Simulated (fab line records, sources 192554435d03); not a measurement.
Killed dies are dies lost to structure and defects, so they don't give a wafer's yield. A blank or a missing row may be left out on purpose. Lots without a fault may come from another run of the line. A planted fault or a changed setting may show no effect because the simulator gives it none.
Chamber matching | flow n5_finfet | N5_HKMG_FIN_ETCH_54 on rie_diel-01: 4 sister chambers
The step etches SiARC in CF4, target depth 45.5 nm, time 75.8 s. 14 wafers are shown with their chamber, then 7 later ones without.

WAFERS WITH THEIR CHAMBER
wafer  | chamber | showerhead_plenum_p_Torr (Torr) | throttle_valve_pct (%) | oes_product_au (a.u.)
L074.1 | 2       | 2.07                            | 15.54                  | 0.68
L074.3 | 1       | 2.19                            | 15.67                  | 0.76
L074.4 | 0       | 2.06                            | 15.38                  | 0.64
L077.1 | 0       | 2.05                            | 15.39                  | 0.64
L077.4 | 2       | 2.07                            | 15.54                  | 0.69
L077.5 | 3       | 2.21                            | 15.89                  | 0.62
L081.1 | 0       | 2.05                            | 15.41                  | 0.64
L081.3 | 3       | 2.21                            | 15.92                  | 0.62
L081.4 | 2       | 2.06                            | 15.55                  | 0.68
L083.1 | 2       | 2.06                            | 15.56                  | 0.68
L083.4 | 0       | 2.05                            | 15.42                  | 0.63
L083.5 | 1       | 2.18                            | 15.69                  | 0.74
L087.1 | 2       | 2.06                            | 15.59                  | 0.66
L087.5 | 0       | 2.05                            | 15.45                  | 0.63

SIGNATURES (means of the wafers above)
reading                  | chamber 0 | chamber 1 | chamber 2 | chamber 3 | scatter within a chamber
showerhead_plenum_p_Torr | 2.0520    | 2.1850    | 2.0640    | 2.2100    | 0.005
throttle_valve_pct       | 15.4100   | 15.6800   | 15.5560   | 15.9050   | 0.0232
oes_product_au           | 0.6360    | 0.7500    | 0.6780    | 0.6200    | 0.00894
Rule: a wafer's distance from a chamber is the root of the sum, over the readings, of the square of ((its reading less the chamber's mean) divided by the reading's scatter). The wafer belongs to the nearest chamber; if the next one is less than 2 further off, it can't be placed. The scatter: the root of (the sum of the squares of (reading less its chamber's mean) over the shown wafers, divided by (wafers less chambers)).

WAFERS WITHOUT THEIR CHAMBER
wafer  | showerhead_plenum_p_Torr (Torr) | throttle_valve_pct (%) | oes_product_au (a.u.)
L087.6 | 2.21                            | 15.97                  | 0.60
L088.1 | 2.05                            | 15.45                  | 0.64
L088.2 | 2.06                            | 15.58                  | 0.67
L088.5 | 2.18                            | 15.70                  | 0.74
L094.2 | 2.20                            | 15.97                  | 0.59
L094.3 | 2.04                            | 15.48                  | 0.61
L094.5 | 2.20                            | 15.97                  | 0.59

WHICH CHAMBER EACH WENT THROUGH
wafer  | from the rows above | in truth
L087.6 | 3                   | 3
L088.1 | 0                   | 0
L088.2 | 2                   | 2
L088.5 | 1                   | 1
L094.2 | 3                   | 3
L094.3 | 0                   | 0
L094.5 | 3                   | 3
Placed correctly: 7 of 7. Can't be placed from these rows: 0. Placed wrongly: 0.
